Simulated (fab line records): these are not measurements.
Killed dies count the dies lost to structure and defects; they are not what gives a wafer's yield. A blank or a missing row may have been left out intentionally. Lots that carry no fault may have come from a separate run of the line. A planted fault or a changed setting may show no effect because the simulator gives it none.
Which of the tools did it?	flow nand-harc	12 lots with 36 wafers sampled at 3 steps, on a route of 1302 steps

## WHAT THE GAUGES SHOWED, per wafer
NHARC_A_CONTACT_OVL_MEAS_43.
lot	measured	on	overlay-x-nm (nm)
L075	day 21 21:14	overlay-01	-0.7 -0.4 -0.2
L077	day 23 00:38	overlay-02	0.0 -1.0 -0.7
L079	day 23 17:43	overlay-02	-1.0 -0.6 -0.5
L080	day 23 23:10	overlay-01	-1.7 -1.4 -1.5
L083	day 24 21:04	overlay-02	-0.8 -1.0 -0.8
L084	day 25 23:23	overlay-01	1.0 0.9 0.4
L087	day 27 00:59	overlay-01	-0.2 0.2 -0.2
L088	day 27 18:13	overlay-01	1.3 1.2 0.8
L090	day 28 15:24	overlay-01	0.7 1.0 1.2
L092	day 29 15:46	overlay-01	0.5 -0.1 1.0
L095	day 30 03:32	overlay-01	0.3 0.7 0.5
L097	day 30 18:32	overlay-02	-0.9 -0.3 -0.6

## WHAT TOOL EACH LOT RAN ON (gives the tool, then ch and the chambers of the sampled wafers, and finally the start)
lot	NHARC_A_WL_FILL_ALD_02	NHARC_A_WL_FILL_ETCHBACK_26
L075	ald-metal-02 ch 0,1,3, day 20 17:15	rie-si-04 ch 2,3, day 21 11:14
L077	ald-metal-01 ch 1,2, day 22 00:31	rie-si-03 ch 1,3, day 22 17:37
L079	ald-metal-01 ch 0,2,3, day 22 17:59	rie-si-05 ch 0,1,3, day 23 10:49
L080	ald-metal-02 ch 0,3, day 23 01:58	rie-si-04 ch 0,2, day 23 15:43
L083	ald-metal-01 ch 1,2,3, day 23 20:04	rie-si-04 ch 0,1, day 24 11:59
L084	ald-metal-01 ch 1,2,3, day 25 00:17	rie-si-05 ch 0,1,3, day 25 16:23
L087	ald-metal-01 ch 0,1,3, day 25 22:49	rie-si-05 ch 0,1,2, day 26 14:56
L088	ald-metal-03 ch 2,3, day 26 16:18	rie-si-05 ch 0,3, day 27 11:16
L090	ald-metal-03 ch 0,3, day 27 11:28	rie-si-05 ch 0,1,3, day 28 03:43
L092	ald-metal-01 ch 0,1,2, day 28 14:34	rie-si-04 ch 0,1,3, day 29 06:52
L095	ald-metal-02 ch 0,1,3, day 29 04:23	rie-si-05 ch 1,3, day 29 20:51
L097	ald-metal-02 ch 0,1,2, day 29 14:23	rie-si-04 ch 1,2,3, day 30 09:26
- NHARC_A_WL_FILL_ALD_02: deposits TiN, target thk 2 nm, pulse time 3 s, ald cycles 100.
- NHARC_A_WL_FILL_ETCHBACK_26: etches the open film in HBr, target depth 52 nm, time 13.3 s.

## THE ANSWER, worked out from the rows above alone
Rule: the usual values come from the lots themselves. The widest of any qualifying gaps counts: lots, ordered by their means at a reading, are off when they make up no more than a third of the lots, leave a main group of 4 or more, and stand apart from it by 3 or more times the standard deviation of that group's means. The tables above print the reading to a certain number of digits; a main group whose means all agree to those digits is not used. Also off: a lot with no number at a reading for which 4 or more lots have one. Where the step has rows for the other lots, those lots are counted as sound.
Across all readings shown, no lot is off: no conclusion can be drawn from this.

## WHAT HAD BEEN PUT IN BY THE SIMULATOR
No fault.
